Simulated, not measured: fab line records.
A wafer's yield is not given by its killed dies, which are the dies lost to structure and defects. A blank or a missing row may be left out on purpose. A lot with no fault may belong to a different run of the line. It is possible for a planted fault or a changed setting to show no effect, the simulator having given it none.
Chamber matching    flow n5Finfet    4 sister chambers for N5_GATE_CUT_CMP_61 on cmp-02
The step polishes, stops on SiNx, t overpolish 3 s. 4 wafers are shown with their chamber, then 10 later ones without.

== WAFERS WITH THEIR CHAMBER ==
wafer   chamber  motorCurrentA (A)
L084.6  2        12.7
L085.4  3        13.0
L087.1  1        11.7
L087.2  0        12.6

== WAFERS WITH NO CHAMBER GIVEN ==
wafer   motorCurrentA (A)
L087.6  12.0
L092.2  13.8
L092.5  12.1
L092.6  11.5
L096.1  12.0
L096.2  12.7
L096.4  14.1
L097.4  13.8
L097.5  11.9
L097.6  11.7

== WHICH CHAMBER EACH WENT THROUGH ==
wafer   from the rows above                in truth
L087.6  can't be placed: 1 or 0 or 2 or 3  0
L092.2  can't be placed: 3 or 2 or 0       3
L092.5  can't be placed: 1 or 0 or 2 or 3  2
L092.6  can't be placed: 1 or 0 or 2       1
L096.1  can't be placed: 1 or 0 or 2 or 3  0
L096.2  can't be placed: 2 or 0 or 3 or 1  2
L096.4  can't be placed: 3 or 2 or 0       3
L097.4  can't be placed: 3 or 2 or 0       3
L097.5  can't be placed: 1 or 0 or 2 or 3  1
L097.6  can't be placed: 1 or 0 or 2       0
Correct placement for 0 of the 10. Unplaceable from these rows: 10, with the true chamber sitting among the candidates in 10. Placed wrongly: 0.
How it was worked out, from the rows above alone: a wafer's distance from a chamber is the root of the sum, over the readings, of the square of ((its reading less the chamber's mean) divided by the reading's scatter). The wafer belongs to the nearest chamber; if the next one is less than 2 further off, it can't be placed. Each chamber's mean is taken over the wafers shown for it. The scatter: root of mean squared gap, hidden wafer to nearest shown wafer, with one shown wafer a chamber.
